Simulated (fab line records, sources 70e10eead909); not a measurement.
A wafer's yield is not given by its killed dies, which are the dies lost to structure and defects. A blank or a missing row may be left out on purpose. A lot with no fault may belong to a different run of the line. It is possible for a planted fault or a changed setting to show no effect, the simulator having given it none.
Which tool was responsible?    flow nand-harc    Sampling: 12 lots, 36 wafers, 5 of 1159 route steps

## WHAT THE GAUGES SHOWED, per wafer
NHARC_A_CONTACT_CD_MEAS_53. Usual: 189.3 nm for cd-nm, sd 0.69.
lot   measured      on         cd-nm (nm)         flag
L892  day 16 19:43  cd-sem-01  189.1 189.3 189.9  
L894  day 16 22:46  cd-sem-03  188.2 188.6 188.7  
L896  day 17 18:23  cd-sem-03  189.2 188.5 188.4  
L898  day 18 03:31  cd-sem-01  189.9 189.9 190.0  
L904  day 19 09:23  cd-sem-02  189.8 188.5 189.9  
L906  day 20 12:34  cd-sem-01  189.0 188.8 189.0  
L911  day 20 16:52  cd-sem-02  189.3 188.8 189.1  
L909  day 21 04:26  cd-sem-01  189.6 189.9 189.5  
L910  day 21 08:49  cd-sem-02  188.9 189.5 189.2  
L912  day 21 17:43  cd-sem-01  189.6 189.6 189.3  
L913  day 21 22:08  cd-sem-02  189.8 190.3 189.8  
L914  day 22 06:22  cd-sem-01  189.8 189.8 189.8  

NHARC_END_SORT_01. Usual: killed-at-array 21, standard deviation 8.9; killed-at-other 0.8, standard deviation 1.3; killed-at-periphery 3.6, standard deviation 2.4; killed-dies 26, standard deviation 8.9; killed-open 3.1, standard deviation 1.8; killed-short 1.9, standard deviation 1.3.
lot   measured      on         killed-at-array  killed-at-other  killed-at-periphery  killed-dies  killed-open  killed-short  flag
L892  day 19 14:55  prober-01  17 17 20         0 1 3            4 0 1                21 18 24     3 0 0        3 0 3         
L898  day 21 05:47  prober-01  10 16 13         5 2 1            3 1 1                18 19 15     4 4 2        1 2 0         

## WHAT TOOL EACH LOT RAN ON (gives the tool, then ch and the chambers of the sampled wafers, and finally the start)
lot   NHARC_A_CONTACT_ETCH_117              NHARC_A_CONTACT_ETCH_96             NHARC_A_CONTACT_ETCH_102
L892  har-cap-etch-02 ch 0,1, day 16 18:21  rie-diel-03 ch 0,2,3, day 16 19:38  rie-diel-03 ch 1,2, day 16 20:01
L894  har-cap-etch-01 ch 0,1, day 16 21:25  rie-diel-06 ch 1,2,3, day 16 22:41  rie-diel-06 ch 0,2, day 16 23:04
L896  har-cap-etch-03 ch 0,1, day 17 17:03  rie-diel-06 ch 0,1,2, day 17 18:18  rie-diel-03 ch 1,2,3, day 17 18:44
L898  har-cap-etch-01 ch 0,1, day 18 01:58  rie-diel-06 ch 2,3, day 18 03:26    rie-diel-06 ch 0,2,3, day 18 03:55
L904  har-cap-etch-03 ch 0,1, day 19 07:58  rie-diel-03 ch 0,1,3, day 19 09:17  rie-diel-06 ch 0,1,2, day 19 09:41
L906  har-cap-etch-02 ch 0,1, day 20 11:13  rie-diel-03 ch 0,3, day 20 12:29    rie-diel-06 ch 0,1,3, day 20 12:53
L911  har-cap-etch-03 ch 0,1, day 20 15:15  rie-diel-07 ch 0,1,3, day 20 16:47  rie-diel-06 ch 0,1, day 20 17:11
L909  har-cap-etch-01 ch 0,1, day 21 03:02  rie-diel-07 ch 1,2, day 21 04:20    rie-diel-07 ch 0,2, day 21 04:45
L910  har-cap-etch-02 ch 0,1, day 21 07:25  rie-diel-07 ch 1,3, day 21 08:44    rie-diel-07 ch 1,2,3, day 21 09:07
L912  har-cap-etch-02 ch 0,1, day 21 16:20  rie-diel-07 ch 0,1,2, day 21 17:38  rie-diel-07 ch 0,1,2, day 21 18:04
L913  har-cap-etch-03 ch 0,1, day 21 20:25  rie-diel-03 ch 1,2,3, day 21 22:04  rie-diel-03 ch 0,2,3, day 21 22:53
L914  har-cap-etch-02 ch 0,1, day 22 05:00  rie-diel-07 ch 1,2,3, day 22 06:17  rie-diel-03 ch 1,2, day 22 06:44
- NHARC_A_CONTACT_ETCH_117: etches the open film in C4F8/O2/Ar, time 94 s, target depth 922 nm.
- NHARC_A_CONTACT_ETCH_96: etches the open film in C4F6/O2, target depth 20 nm, time 10 s.
- NHARC_A_CONTACT_ETCH_102: etches the open film in CF4/O2, target depth 70 nm, overetch 7 nm, time 38.5 s.

## WHAT THE TOOLS THEMSELVES READ (means of the sampled wafers that have a number; where no wafer has one, the mark that the record gives instead)
NHARC_A_CONTACT_ETCH_96. Usual: c4f6-flow-sccm 25.00 sccm, standard deviation 0.078; drypump-motor-current-A 5.5 A, standard deviation 0.39; oes-product-au 0.963 a.u., standard deviation 0.022; rf-vpp-V 548 V, standard deviation 3.3; showerhead-plenum-p-Torr 3.98 Torr, standard deviation 0.16; throttle-valve-pct 26.903 %, standard deviation 0.0098.
lot   tool         c4f6-flow-sccm (sccm)  drypump-motor-current-A (A)  oes-product-au (a.u.)  rf-vpp-V (V)  showerhead-plenum-p-Torr (Torr)  throttle-valve-pct (%)  flag
L892  rie-diel-03  25.03                  5.2                          0.954                  549           4.02                             26.905                  
L894  rie-diel-06  24.97                  5.5                          0.950                  546           3.90                             26.909                  
L896  rie-diel-06  25.02                  5.4                          0.947                  546           3.90                             26.900                  
L898  rie-diel-06  21.73                  5.7                          0.955                  548           4.01                             26.783                  OFF
L904  rie-diel-03  24.97                  5.8                          0.967                  548           4.00                             26.908                  
L906  rie-diel-03  25.03                  5.5                          0.952                  548           3.94                             26.900                  
L911  rie-diel-07  24.92                  5.4                          0.964                  550           4.08                             26.895                  
L909  rie-diel-07  25.07                  5.5                          1.001                  550           4.08                             26.913                  
L910  rie-diel-07  25.04                  5.5                          0.957                  551           4.12                             26.905                  
L912  rie-diel-07  24.98                  5.3                          0.961                  549           4.03                             26.902                  
L913  rie-diel-03  25.03                  5.5                          0.972                  550           4.05                             26.901                  
L914  rie-diel-07  25.01                  5.5                          0.951                  549           4.08                             26.905                  

NHARC_A_CONTACT_ETCH_102. Usual: drypump-motor-current-A 5.5 A, standard deviation 0.41; oes-product-au 0.999 a.u., standard deviation 0.011; rf-vpp-V 198.0 V, standard deviation 1.4; showerhead-plenum-p-Torr 1.35 Torr, standard deviation 0.062; throttle-valve-pct 13.397 %, standard deviation 0.0087.
lot   tool         drypump-motor-current-A (A)  oes-product-au (a.u.)  rf-vpp-V (V)  showerhead-plenum-p-Torr (Torr)  throttle-valve-pct (%)  flag
L892  rie-diel-03  5.7                          1.002                  197.9         1.36                             13.402                  
L894  rie-diel-06  5.6                          0.996                  197.3         1.32                             13.395                  
L896  rie-diel-03  5.5                          1.007                  198.3         1.39                             13.398                  
L898  rie-diel-06  5.8                          1.001                  197.9         1.31                             13.395                  
L904  rie-diel-06  5.4                          0.998                  197.5         1.33                             13.396                  
L906  rie-diel-06  5.6                          0.996                  196.0         1.26                             13.399                  
L911  rie-diel-06  5.2                          0.991                  196.6         1.27                             13.404                  
L909  rie-diel-07  5.1                          1.006                  197.9         1.36                             13.400                  
L910  rie-diel-07  5.5                          0.993                  199.3         1.39                             13.387                  
L912  rie-diel-07  5.4                          1.006                  199.1         1.38                             13.395                  
L913  rie-diel-03  5.2                          1.008                  198.0         1.36                             13.399                  
L914  rie-diel-03  5.2                          1.014                  197.6         1.36                             13.402                  

## THE ANSWER, worked out from the rows above alone
Rule: a lot counts as off when the mean over its wafers that have a number is more than 3 standard deviations away from the usual mean. A lot without any number at a reading at which 4 lots or more have one is off too. The other lots that the step has rows for count as sound. First the gauges in route order, then the tools' own readings, where a lot's mean is used as printed above. The first step at which some lot is off is used, and at that step the reading that is off furthest; a lot without a number counts as furthest.
Off: L898, at NHARC_A_CONTACT_ETCH_96 (c4f6-flow-sccm).
A tool fits if, at that step or a process step before it, it ran every lot that is off, and no sound lot after the first of them. One fits: rie-diel-06 at NHARC_A_CONTACT_ETCH_96. Its last sound lot is L896 (day 17 18:18), its first lot that is off L898 (day 18 03:26): a fault that began between those two fits.
The tool's own readings at NHARC_A_CONTACT_ETCH_96 bear it out: on the lots that are off they differ by more than 5 times the standard deviation of the sound lots' means. c4f6-flow-sccm reads 21.73 sccm there against 25.01 sccm on the sound lots; throttle-valve-pct reads 26.783 % there against 26.904 % on the sound lots.

## WHAT HAD BEEN PUT IN BY THE SIMULATOR
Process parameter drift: rie-diel-06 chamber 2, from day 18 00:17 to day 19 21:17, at NHARC_A_CONTACT_ETCH_96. Setting c4f6-flow-sccm shifted by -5 from 25. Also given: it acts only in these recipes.
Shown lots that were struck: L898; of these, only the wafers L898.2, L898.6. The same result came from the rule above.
